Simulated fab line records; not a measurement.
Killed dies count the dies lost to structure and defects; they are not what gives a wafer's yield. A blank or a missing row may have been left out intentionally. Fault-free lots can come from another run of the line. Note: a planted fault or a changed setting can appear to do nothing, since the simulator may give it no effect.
Which tool is to blame?	flow nand harc	15 lots, 43 wafers sampled, at 4 steps of a route of 1302

== WHAT THE GAUGES READ, wafer by wafer ==
NHARC_P_GATE_INSPECT_68.
lot	measured	on	raw defect count
L632	day 6 01:35	defect inspect-01	134 167 110
L634	day 7 05:22	defect inspect-01	254 243 234
L635	day 7 12:09	defect inspect-01	131 218 246
L637	day 8 11:31	defect inspect-01	174 202 365
L638	day 9 03:48	defect inspect-01	176 240 153
L639	day 9 08:15	defect inspect-02	218 158 309
L640	day 9 17:41	defect inspect-02	123 103 124
L641	day 10 11:07	defect inspect-02	155 222 181
L642	day 10 13:46	defect inspect-01	130 135 117
L643	day 11 01:32	defect inspect-02	114 147
L646	day 11 17:53	defect inspect-02	389 376 366
L647	day 12 15:38	defect inspect-02	250 112
L652	day 14 19:17	defect inspect-02	92 146 157
L653	day 15 05:10	defect inspect-02	320 146 227
L654	day 15 06:08	defect inspect-02	231 227 359

NHARC_P_CONTACT_CD_MEAS_12: target cd 90 nm.
lot	measured	on	cd nm (nm)
L632	day 6 03:13	cd sem-01	89.6 89.5 91.1
L634	day 7 06:52	cd sem-03	89.0 89.7 90.0
L635	day 7 13:38	cd sem-01	90.9 90.6 90.8
L637	day 8 13:22	cd sem-01	91.0 90.5 89.8
L638	day 9 05:17	cd sem-02	91.3 91.2 90.7
L639	day 9 09:52	cd sem-02	90.9 90.2 91.1
L640	day 9 19:19	cd sem-01	90.0 90.0 89.4
L641	day 10 13:11	cd sem-01	90.0 90.3 90.3
L642	day 10 15:16	cd sem-01	89.8 89.5 90.5
L643	day 11 03:08	cd sem-03	90.2 90.7
L646	day 11 19:30	cd sem-02	91.3 90.7 90.4
L647	day 12 17:29	cd sem-02	91.2 90.9
L652	day 14 20:55	cd sem-03	89.8 90.5 90.0
L653	day 15 06:47	cd sem-02	90.0 89.3 89.0
L654	day 15 07:45	cd sem-02	90.4 90.0 89.6

== WHAT TOOL EACH LOT RAN ON (gives the tool, then ch and the chambers of the sampled wafers, and finally the start) ==
lot	NHARC_P_CONTACT_DEP_30	NHARC_P_CONTACT_SOFTBAKE_07
L632	pecvd-02 ch 0,1, day 6 01:44	litho track-06 ch 0, day 6 02:00
L634	pecvd-01 ch 0,1, day 7 05:29	litho track-06 ch 0, day 7 06:00
L635	pecvd-02 ch 0,1,2, day 7 12:13	litho track-04 ch 0, day 7 13:00
L637	pecvd-02 ch 0,2, day 8 11:41	litho track-04 ch 0, day 8 12:00
L638	pecvd-01 ch 0,1, day 9 03:55	litho track-06 ch 0, day 9 04:00
L639	pecvd-03 ch 1,2, day 9 08:22	litho track-04 ch 0, day 9 09:00
L640	pecvd-03 ch 0,2, day 9 17:46	litho track-06 ch 0, day 9 18:00
L641	pecvd-01 ch 0,1,2, day 10 11:41	litho track-06 ch 0, day 10 12:00
L642	pecvd-03 ch 1,2, day 10 13:50	litho track-04 ch 0, day 10 14:00
L643	pecvd-02 ch 0,1, day 11 01:45	litho track-06 ch 0, day 11 02:00
L646	pecvd-03 ch 0,2, day 11 18:02	litho track-06 ch 0, day 11 19:00
L647	pecvd-01 ch 1,2, day 12 15:46	litho track-06 ch 0, day 12 17:00
L652	pecvd-03 ch 0,2, day 14 19:26	litho track-04 ch 0, day 14 20:00
L653	pecvd-02 ch 0,1, day 15 05:14	litho track-01 ch 0, day 15 06:00
L654	pecvd-03 ch 0,1, day 15 06:14	litho track-06 ch 0, day 15 07:00
- NHARC_P_CONTACT_DEP_30: deposits SiNx, target thk 30 nm.
- NHARC_P_CONTACT_SOFTBAKE_07: time 55 s.

== AS READ BY THE TOOLS THEMSELVES (means over the sampled wafers that have a number; for cases with no such wafer, the mark the record gives instead) ==
NHARC_P_CONTACT_DEP_30.
lot	tool	heater power w (W)
L632	pecvd-02	824
L634	pecvd-01	640
L635	pecvd-02	754
L637	pecvd-02	662
L638	pecvd-01	662
L639	pecvd-03	690
L640	pecvd-03	731
L641	pecvd-01	716
L642	pecvd-03	717
L643	pecvd-02	758
L646	pecvd-03	717
L647	pecvd-01	780
L652	pecvd-03	714
L653	pecvd-02	858
L654	pecvd-03	787

NHARC_P_CONTACT_SOFTBAKE_07.
lot	tool	heater power total W (W)
L632	litho track-06	188.52
L634	litho track-06	188.37
L635	litho track-04	188.44
L637	litho track-04	188.32
L638	litho track-06	188.57
L639	litho track-04	188.42
L640	litho track-06	188.37
L641	litho track-06	188.57
L642	litho track-04	188.41
L643	litho track-06	255.63
L646	litho track-06	233.26
L647	litho track-06	323.21
L652	litho track-04	188.46
L653	litho track-01	188.41
L654	litho track-06	188.33

== THE ANSWER, worked out from the rows above alone ==
Rule: the lots themselves supply what counts as usual. The widest of any qualifying gaps counts: lots, ordered by their means at a reading, are off when they make up no more than a third of the lots, leave a main group of 4 or more, and stand apart from it by 3 or more times the standard deviation of that group's means. The tables above print the reading to a certain number of digits; a main group whose means all agree to those digits is not used. A lot without any number at a reading at which 4 lots or more have one is off too. Any other lot the step has rows for is counted as sound. First the gauges in route order, then the tools' own readings, where a lot's mean is used as printed above. At the first step where some lot is off, the reading lying furthest off is the one used; lots without a number count as furthest.
Off: L643, L646, L647, at NHARC_P_CONTACT_SOFTBAKE_07 (heater power total W). The main group has a mean of 188.43 W with a standard deviation of 0.081.
If a tool, at that step or one of the process steps before it, ran each lot that is off and ran no sound lot following the first of them, it fits. No candidate that was tried fits.

== WHAT THE SIMULATOR HAD INSERTED ==
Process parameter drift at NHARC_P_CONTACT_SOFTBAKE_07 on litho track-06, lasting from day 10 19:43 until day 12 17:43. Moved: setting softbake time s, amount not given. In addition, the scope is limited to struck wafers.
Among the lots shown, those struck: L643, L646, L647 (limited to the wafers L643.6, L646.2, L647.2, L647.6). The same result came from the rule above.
